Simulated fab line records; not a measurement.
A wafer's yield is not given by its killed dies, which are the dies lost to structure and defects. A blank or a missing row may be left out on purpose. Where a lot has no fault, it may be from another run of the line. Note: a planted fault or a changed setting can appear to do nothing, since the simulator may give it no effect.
Matching of chambers    flow n5 finfet    rie si-01 running N5_DUMMY_GATE_ETCH_32: 4 sister chambers
The step etches SiO2 in CF4, target depth 3.5 nm, time 3.9 s. 4 wafers are shown with their chamber, then 8 later ones without.

WAFERS PAIRED WITH THEIR CHAMBERS
wafer   chamber  throttle valve pct (%)
L084.4  2        22.10
L088.1  3        21.78
L088.5  0        21.82
L088.6  1        21.88

WAFERS WITHOUT THEIR CHAMBER
wafer   throttle valve pct (%)
L089.3  21.81
L089.4  21.77
L089.5  21.76
L091.1  21.76
L091.2  21.88
L092.2  22.10
L092.3  21.76
L092.4  21.90

EACH ONE'S CHAMBER
wafer   from the rows above      in truth
L089.3  can't be placed: 0 or 3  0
L089.4  3                        3
L089.5  3                        3
L091.1  3                        3
L091.2  1                        1
L092.2  2                        2
L092.3  3                        3
L092.4  1                        1
Correctly placed: 7 of 8. From these rows, 1 cannot be placed; in 1 the true chamber is one of the candidates. Wrongly placed: 0.
How it was worked out, from the rows above alone: a wafer's distance from a chamber is the root of the sum, over the readings, of the square of ((its reading less the chamber's mean) divided by the reading's scatter). If the next closest chamber is less than 2 further off than the closest, the wafer can't be placed; otherwise it belongs to the closest. A chamber's mean is the mean of its shown wafers. The scatter (one wafer shown for each chamber): square how far every hidden wafer sits from the nearest shown wafer, average those squares and take the square root.
